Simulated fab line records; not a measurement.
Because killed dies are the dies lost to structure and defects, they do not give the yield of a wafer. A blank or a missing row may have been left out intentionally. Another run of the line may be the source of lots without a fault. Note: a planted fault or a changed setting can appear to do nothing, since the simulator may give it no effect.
Problem report in the 8D (eight disciplines) form, filled by code | flow nand-harc | the parts of the form that need people (team, actions taken, sign-off) are left out

1. THE PROBLEM
At NHARC_A_SOURCE_PLATE_THK_MEAS_06, thk-nm averages 150.9 nm over 6 wafers from 2 lots, while fault-free wafers read 200.4 nm, standard deviation 2. Measured from the usual mean, that is -25 standard deviations.
The step: measures by ellipsometry.
Seen first at day 14 11:20 on film-metro-02, wafer L205.1. Wafers with a number at this step in the record: 36, from 12 lots. By rule, "out" or "out of limits" means more than 4 standard deviations away from the usual mean. The other wafers with a number count as sound.

2. WHAT IT IS AND WHAT IT IS NOT
question                    | is                           | is not
which readings at this step | thk-nm                       | -
which lots                  | L205, L206                   | L189, L190, L191, L192, L193, L195, L196, L207, L208, L209
which wafers of those lots  | all that have a number       | -
read on which gauges        | film-metro-01, film-metro-02 | -
when                        | from day 14 11:20            | up to then (21 sound wafers); but 9 sound wafers of L207, L208, L209 came after

3. THE SUSPECTS, EACH WITH WHAT RULES IT OUT
Counting: a tool stays on the suspect list if, at a process step up to the reading, it processed all lots that are out and no sound lot following the first of them.
- the gauge at NHARC_A_SOURCE_PLATE_THK_MEAS_06 has been ruled out. The wafers that are out were read on 2 gauges (film-metro-01, film-metro-02).
- lpcvd-poly-01 at NHARC_A_SOURCE_PLATE_CVD_03 (deposits poly-Si, target thk 200 nm, time 4000 s): kept. It processed each lot that is out, first L205 at day 13 23:32, and no sound lot thereafter; up to then, the last sound lot it processed was L195 at day 9 09:59. Its own spike-tc-centre-C, spike-tc-lower-C, spike-tc-upper-C, tube-center-temp-C readings are out on those wafers.
Left after counting: lpcvd-poly-01 at NHARC_A_SOURCE_PLATE_CVD_03.

4. THE CAUSE (what the simulator had put in)
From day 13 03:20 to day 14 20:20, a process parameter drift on lpcvd-poly-01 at NHARC_A_SOURCE_PLATE_CVD_03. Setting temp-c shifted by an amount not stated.
Only this tool survived the counting.

5. THE CHAIN OF EFFECTS, in route order
Each row: a reading where the mean over the struck wafers with a number is more than 3 standard deviations away from the usual. Readings are gone through only where the record gives a usual standard deviation; hours: the median, over the lots, of the time from a lot's start at the first step in this table giving one to that lot's start at this step; sigmas: the change measured in usual standard deviations.
hours | step                             | reading            | usual    | on struck wafers | change | sigmas
0     | NHARC_A_SOURCE_PLATE_CVD_03      | spike-tc-bottom-C  | 639.7 C  | 629.4            | -10.3  | -4.3
0     | NHARC_A_SOURCE_PLATE_CVD_03      | spike-tc-centre-C  | 620.6 C  | 607.2            | -13.4  | -11
0     | NHARC_A_SOURCE_PLATE_CVD_03      | spike-tc-lower-C   | 621.0 C  | 609.4            | -11.6  | -12
0     | NHARC_A_SOURCE_PLATE_CVD_03      | spike-tc-top-C     | 637.5 C  | 628.2            | -9.3   | -4.2
0     | NHARC_A_SOURCE_PLATE_CVD_03      | spike-tc-upper-C   | 619.1 C  | 607.1            | -12.0  | -10
0     | NHARC_A_SOURCE_PLATE_CVD_03      | tube-center-temp-C | 620.01 C | 607.70           | -12.31 | -99 or more
12    | NHARC_A_SOURCE_PLATE_THK_MEAS_06 | thk-nm             | 200.4 nm | 150.9            | -49.5  | -25
It contains these process steps:
- NHARC_A_SOURCE_PLATE_CVD_03: deposits poly-Si, target thk 200 nm, time 4000 s.

6. WHAT WOULD HAVE CAUGHT IT SOONER
Counted from the fault's start at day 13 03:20, it took 32 hours until the first out-of-limits reading at a measuring or inspecting step in this record, taken at day 14 11:20.
Tool's own readings at NHARC_A_SOURCE_PLATE_CVD_03, spike-tc-centre-C, spike-tc-lower-C, spike-tc-upper-C, tube-center-temp-C: out on all struck wafers the step has rows for; an alarm limit on them would have tripped on the first.
By day 14 11:20 the whole set of lots that are out, 2 in number, had already begun NHARC_A_SOURCE_PLATE_CVD_03 on lpcvd-poly-01. None of them would have been spared by holding the tool at that moment.
